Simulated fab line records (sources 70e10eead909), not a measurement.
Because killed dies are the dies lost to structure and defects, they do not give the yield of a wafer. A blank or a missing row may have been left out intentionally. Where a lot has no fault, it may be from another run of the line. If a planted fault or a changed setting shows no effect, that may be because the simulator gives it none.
Which tool did it?    flow nand harc    18 wafers sampled from 6 lots at 1 step of a route of 1302

## WHAT EACH GAUGE READ, for each wafer
NHARC_A_CHANNEL_HOLE_D2_OVL_MEAS_11.
lot   measured      on          overlay x nm (nm)
L631  day 13 21:55  overlay-02  0.6 0.1 0.3
L633  day 15 10:20  overlay-02  0.8 1.4 0.6
L643  day 18 11:57  overlay-01  -0.2 -0.4 0.1
L644  day 20 00:16  overlay-01  -1.0 -0.8 -1.1
L650  day 21 03:17  overlay-02  -0.2 0.1 0.3
L651  day 21 22:25  overlay-02  1.3 1.4 1.1

## WHAT TOOL EACH LOT RAN ON (gives the tool, then ch and the chambers of the sampled wafers, and finally the start)
Record: no process step prior to these readings.

## THE ANSWER, worked out from the rows above alone
Rule: what is usual is taken from the lots themselves. Put in order of their means at a reading, lots are off if they are a third of the lots or fewer, leave a main group of 4 or more, and stand apart from it by a gap of 3 or more times the standard deviation of the main group's means; of several such gaps the widest counts. A main group is skipped when, at the precision printed for the reading in the tables above, its means are all equal. A lot without any number at a reading at which 4 lots or more have one is off too. Where the step has rows for the other lots, those lots are counted as sound.
No lot is off on any of the readings shown, so nothing can be concluded from this.

## WHAT WAS PUT IN BY THE SIMULATOR
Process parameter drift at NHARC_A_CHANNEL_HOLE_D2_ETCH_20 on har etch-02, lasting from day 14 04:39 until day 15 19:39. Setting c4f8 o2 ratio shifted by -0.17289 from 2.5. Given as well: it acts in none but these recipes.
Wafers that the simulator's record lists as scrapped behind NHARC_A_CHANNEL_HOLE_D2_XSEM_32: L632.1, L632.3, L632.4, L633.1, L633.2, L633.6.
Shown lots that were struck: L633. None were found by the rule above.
